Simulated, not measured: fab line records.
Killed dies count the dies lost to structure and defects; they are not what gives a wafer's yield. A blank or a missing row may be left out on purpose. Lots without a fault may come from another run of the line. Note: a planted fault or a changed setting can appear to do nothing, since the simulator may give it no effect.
Chamber matching | flow nand_harc | NHARC_P_BONDPAD_CMP_19 on cmp-02 has 4 sister chambers
The step polishes, t overpolish 30 s, cu recess touch 16 s, target thk 160.81 nm. 24 wafers are shown with their chamber, then 12 later ones without.

== WAFERS PAIRED WITH THEIR CHAMBERS ==
wafer  | chamber | motor_current_A (A) | edge_zone_pressure_frac | overpolish_run_s (s)
L075.1 | 1       | 10.4                | 1.003                   | 30.000
L075.2 | 2       | 12.4                | 0.994                   | 30.007
L075.5 | 2       | 13.0                | 0.998                   | 29.999
L077.2 | 3       | 11.8                | 0.999                   | 30.009
L077.3 | 0       | 9.9                 | 1.004                   | 29.994
L077.5 | 1       | 10.2                | 1.004                   | 29.984
L078.2 | 0       | 10.4                | 1.012                   | 29.995
L078.3 | 3       | 11.1                | 0.998                   | 29.996
L078.5 | 1       | 10.6                | 0.992                   | 29.994
L079.3 | 3       | 11.0                | 0.995                   | 29.994
L079.5 | 0       | 9.5                 | 0.997                   | 30.001
L079.6 | 3       | 11.1                | 1.001                   | 29.990
L084.2 | 3       | 11.5                | 1.007                   | 29.999
L084.5 | 3       | 11.2                | 1.000                   | 29.991
L084.6 | 2       | 12.3                | 1.002                   | 29.986
L085.3 | 1       | 10.0                | 0.994                   | 29.994
L085.4 | 3       | 11.3                | 1.000                   | 30.008
L085.5 | 3       | 11.3                | 0.999                   | 29.996
L086.3 | 0       | 9.0                 | 0.998                   | 30.003
L086.5 | 0       | 9.9                 | 1.002                   | 30.002
L086.6 | 1       | 10.3                | 0.990                   | 30.005
L090.3 | 2       | 12.6                | 0.994                   | 30.003
L090.5 | 0       | 9.9                 | 0.998                   | 30.010
L090.6 | 1       | 10.2                | 0.996                   | 30.003

SIGNATURES (means of the wafers above)
reading                 | chamber 0 | chamber 1 | chamber 2 | chamber 3 | scatter within a chamber
motor_current_A         | 9.767     | 10.283    | 12.575    | 11.287    | 0.322
edge_zone_pressure_frac | 1.00183   | 0.99650   | 0.99700   | 0.99987   | 0.00476
overpolish_run_s        | 30.00083  | 29.99667  | 29.99875  | 29.99788  | 0.00733
Rule: a wafer lies at a distance from a chamber equal to the root of the sum of squares, over the readings, of (its reading less the chamber's mean, divided by the reading's scatter). If the next closest chamber is less than 2 further off than the closest, the wafer can't be placed; otherwise it belongs to the closest. The scatter: take each reading less its chamber's mean, square it, sum over the shown wafers, divide by the number of wafers less the number of chambers, and take the root.

== WAFERS WHOSE CHAMBER IS MISSING ==
wafer  | motor_current_A (A) | edge_zone_pressure_frac | overpolish_run_s (s)
L089.2 | 13.2                | 0.997                   | 30.003
L089.4 | 10.2                | 0.997                   | 30.001
L089.5 | 10.9                | 0.996                   | 29.980
L091.1 | 11.6                | 1.006                   | 29.992
L091.2 | 9.5                 | 1.002                   | 29.995
L091.5 | 12.6                | 1.001                   | 30.005
L095.1 | 11.7                | 1.002                   | 29.995
L095.2 | 10.5                | 0.999                   | 29.986
L095.5 | 11.0                | 1.001                   | 29.996
L097.1 | 10.5                | 0.993                   | 30.003
L097.3 | 11.4                | 1.002                   | 29.998
L097.5 | 11.6                | 1.003                   | 30.002

== EACH ONE'S CHAMBER ==
wafer  | from the rows above          | in truth
L089.2 | 2                            | 2
L089.4 | can't be placed: 1 or 0      | 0
L089.5 | can't be placed: 3 or 1 or 0 | 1
L091.1 | can't be placed: 3 or 2      | 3
L091.2 | can't be placed: 0 or 1      | 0
L091.5 | 2                            | 2
L095.1 | can't be placed: 3 or 2      | 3
L095.2 | can't be placed: 1 or 3 or 0 | 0
L095.5 | can't be placed: 3 or 1      | 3
L097.1 | can't be placed: 1 or 3 or 0 | 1
L097.3 | 3                            | 3
L097.5 | 3                            | 3
Placed correctly: 4 of 12. These rows do not allow placing 8 (true chamber among the candidates in 8). Wrongly placed: 0.
